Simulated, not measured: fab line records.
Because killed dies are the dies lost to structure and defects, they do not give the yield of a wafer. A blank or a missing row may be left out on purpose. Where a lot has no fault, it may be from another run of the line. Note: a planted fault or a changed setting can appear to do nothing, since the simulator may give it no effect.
Chamber matching | flow nand_harc | 4 sister chambers for NHARC_A_M0_ETCH_34 on rie_diel-10
The step etches the open film in N2/H2, target depth 40 nm, overetch 12 nm, time 43.94 s. 4 wafers are shown with their chamber, then 7 later ones without.

## WAFERS WITH THEIR CHAMBER
wafer  | chamber | drypump_motor_current_A (A)
L081.5 | 3       | 5.7
L082.4 | 1       | 5.8
L086.1 | 2       | 5.3
L086.2 | 0       | 6.2

## WAFERS WHOSE CHAMBER IS MISSING
wafer  | drypump_motor_current_A (A)
L086.6 | 5.3
L090.1 | 5.3
L090.5 | 5.7
L090.6 | 6.2
L091.2 | 6.3
L091.4 | 5.8
L091.6 | 5.3

## WHICH CHAMBER EACH ONE RAN IN
wafer  | from the rows above | in truth
L086.6 | 2                   | 2
L090.1 | 2                   | 2
L090.5 | 3                   | 3
L090.6 | 0                   | 0
L091.2 | 0                   | 0
L091.4 | 1                   | 1
L091.6 | 2                   | 2
7 of 7 placed correctly. Not placeable from these rows: 0. 0 placed wrongly.
How it was worked out, from the rows above alone: a wafer's distance from a chamber is the root of the sum, over the readings, of the square of ((its reading less the chamber's mean) divided by the reading's scatter). The wafer belongs to the nearest chamber; if the next one is less than 2 further off, it can't be placed. A chamber's mean is the mean of its shown wafers. The scatter (one wafer shown for each chamber): square how far every hidden wafer sits from the nearest shown wafer, average those squares and take the square root.
